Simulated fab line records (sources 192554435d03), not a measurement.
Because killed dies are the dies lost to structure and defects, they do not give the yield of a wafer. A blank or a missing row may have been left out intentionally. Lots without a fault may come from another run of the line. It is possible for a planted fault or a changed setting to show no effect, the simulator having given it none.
Matching of chambers / flow n5-finfet / 3 sister chambers for N5_MOL_CONTACT_COAG_STRIP_98 on rie-diel-03
The step strips in N2/H2. 18 wafers are shown with their chamber, then 8 later ones without.

WAFERS PAIRED WITH THEIR CHAMBERS
wafer=L075.3; chamber=3; showerhead-plenum-p-Torr (Torr)=3.42; throttle-valve-pct (%)=18.7; oes-product-au (a.u.)=0.89
wafer=L075.4; chamber=0; showerhead-plenum-p-Torr (Torr)=3.47; throttle-valve-pct (%)=19.2; oes-product-au (a.u.)=0.74
wafer=L075.6; chamber=0; showerhead-plenum-p-Torr (Torr)=3.47; throttle-valve-pct (%)=19.2; oes-product-au (a.u.)=0.73
wafer=L076.1; chamber=0; showerhead-plenum-p-Torr (Torr)=3.47; throttle-valve-pct (%)=19.2; oes-product-au (a.u.)=0.73
wafer=L076.3; chamber=3; showerhead-plenum-p-Torr (Torr)=3.42; throttle-valve-pct (%)=18.7; oes-product-au (a.u.)=0.87
wafer=L076.6; chamber=0; showerhead-plenum-p-Torr (Torr)=3.47; throttle-valve-pct (%)=19.2; oes-product-au (a.u.)=0.72
wafer=L083.2; chamber=1; showerhead-plenum-p-Torr (Torr)=3.16; throttle-valve-pct (%)=18.7; oes-product-au (a.u.)=0.73
wafer=L083.4; chamber=1; showerhead-plenum-p-Torr (Torr)=3.16; throttle-valve-pct (%)=18.8; oes-product-au (a.u.)=0.73
wafer=L083.5; chamber=0; showerhead-plenum-p-Torr (Torr)=3.46; throttle-valve-pct (%)=19.2; oes-product-au (a.u.)=0.72
wafer=L084.1; chamber=1; showerhead-plenum-p-Torr (Torr)=3.16; throttle-valve-pct (%)=18.8; oes-product-au (a.u.)=0.72
wafer=L084.3; chamber=0; showerhead-plenum-p-Torr (Torr)=3.46; throttle-valve-pct (%)=19.2; oes-product-au (a.u.)=0.71
wafer=L084.4; chamber=0; showerhead-plenum-p-Torr (Torr)=3.46; throttle-valve-pct (%)=19.2; oes-product-au (a.u.)=0.72
wafer=L085.3; chamber=0; showerhead-plenum-p-Torr (Torr)=3.46; throttle-valve-pct (%)=19.3; oes-product-au (a.u.)=0.71
wafer=L085.5; chamber=1; showerhead-plenum-p-Torr (Torr)=3.15; throttle-valve-pct (%)=18.8; oes-product-au (a.u.)=0.72
wafer=L085.6; chamber=0; showerhead-plenum-p-Torr (Torr)=3.46; throttle-valve-pct (%)=19.2; oes-product-au (a.u.)=0.71
wafer=L088.2; chamber=1; showerhead-plenum-p-Torr (Torr)=3.15; throttle-valve-pct (%)=18.8; oes-product-au (a.u.)=0.71
wafer=L088.3; chamber=3; showerhead-plenum-p-Torr (Torr)=3.40; throttle-valve-pct (%)=18.7; oes-product-au (a.u.)=0.83
wafer=L088.5; chamber=1; showerhead-plenum-p-Torr (Torr)=3.15; throttle-valve-pct (%)=18.8; oes-product-au (a.u.)=0.71

SIGNATURES, as means of the wafers listed above
reading=showerhead-plenum-p-Torr; chamber 0=3.4644; chamber 1=3.1550; chamber 3=3.4133; scatter within a chamber=0.00653
reading=throttle-valve-pct; chamber 0=19.211; chamber 1=18.783; chamber 3=18.700; scatter within a chamber=0.0339
reading=oes-product-au; chamber 0=0.7211; chamber 1=0.7200; chamber 3=0.8633; scatter within a chamber=0.0145
Rule: for each reading, subtract the chamber's mean from the wafer's reading, divide by that reading's scatter and square the result; add these up over the readings and take the root, which gives the wafer's distance from the chamber. The wafer belongs to the nearest chamber; if the next one is less than 2 further off, it can't be placed. The scatter: take each reading less its chamber's mean, square it, sum over the shown wafers, divide by the number of wafers less the number of chambers, and take the root.

WAFERS WITH NO CHAMBER GIVEN
wafer=L091.2; showerhead-plenum-p-Torr (Torr)=3.40; throttle-valve-pct (%)=18.7; oes-product-au (a.u.)=0.82
wafer=L091.4; showerhead-plenum-p-Torr (Torr)=3.45; throttle-valve-pct (%)=19.3; oes-product-au (a.u.)=0.70
wafer=L091.6; showerhead-plenum-p-Torr (Torr)=3.15; throttle-valve-pct (%)=18.8; oes-product-au (a.u.)=0.71
wafer=L092.2; showerhead-plenum-p-Torr (Torr)=3.15; throttle-valve-pct (%)=18.9; oes-product-au (a.u.)=0.71
wafer=L092.5; showerhead-plenum-p-Torr (Torr)=3.15; throttle-valve-pct (%)=18.8; oes-product-au (a.u.)=0.72
wafer=L092.6; showerhead-plenum-p-Torr (Torr)=3.45; throttle-valve-pct (%)=19.3; oes-product-au (a.u.)=0.70
wafer=L096.1; showerhead-plenum-p-Torr (Torr)=3.44; throttle-valve-pct (%)=19.3; oes-product-au (a.u.)=0.69
wafer=L096.2; showerhead-plenum-p-Torr (Torr)=3.39; throttle-valve-pct (%)=18.8; oes-product-au (a.u.)=0.82

CHAMBER TAKEN BY EACH
wafer=L091.2; from the rows above=3; in truth=3
wafer=L091.4; from the rows above=0; in truth=0
wafer=L091.6; from the rows above=1; in truth=1
wafer=L092.2; from the rows above=1; in truth=1
wafer=L092.5; from the rows above=1; in truth=1
wafer=L092.6; from the rows above=0; in truth=0
wafer=L096.1; from the rows above=0; in truth=0
wafer=L096.2; from the rows above=3; in truth=3
Placed correctly: 8 of 8. Number that these rows cannot place: 0. Number placed wrongly: 0.
